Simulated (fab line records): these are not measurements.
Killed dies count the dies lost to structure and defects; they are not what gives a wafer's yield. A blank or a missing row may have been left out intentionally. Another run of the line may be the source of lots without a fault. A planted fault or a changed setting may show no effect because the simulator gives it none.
Chamber matching    flow nand_harc    3 sister chambers for NHARC_A_STAIRCASE_DEP_325 on pecvd-02
The step deposits SiO2, target thk 3800 nm. 3 wafers are shown with their chamber, then 8 later ones without.

## WAFERS WITH THEIR CHAMBER
wafer   chamber  heater_power_w (W)
L090.5  2        631
L090.6  0        638
L094.2  1        722

## WAFERS WITHOUT THEIR CHAMBER
wafer   heater_power_w (W)
L094.3  746
L094.6  631
L092.1  788
L092.5  643
L092.6  605
L097.3  634
L097.5  642
L097.6  632

## EACH ONE'S CHAMBER
wafer    from the rows above       in truth
L094.3   1                         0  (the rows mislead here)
L094.6   can't be placed: 2 or 0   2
L092.1   1                         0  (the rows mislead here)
L092.5   can't be placed: 0 or 2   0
L092.6   can't be placed: 2 or 0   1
L097.3   can't be placed: 2 or 0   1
L097.5   can't be placed: 0 or 2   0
L097.6   can't be placed: 2 or 0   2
0 of 8 placed correctly. Can't be placed from these rows: 6 (the true chamber is among the candidates in 4). Placed wrongly: 2.
How it was worked out, from the rows above alone: a wafer's distance from a chamber is the root of the sum, over the readings, of the square of ((its reading less the chamber's mean) divided by the reading's scatter). The wafer belongs to the nearest chamber; if the next one is less than 2 further off, it can't be placed. Each chamber's mean is taken over the wafers shown for it. The scatter (one wafer shown for each chamber): square how far every hidden wafer sits from the nearest shown wafer, average those squares and take the square root.
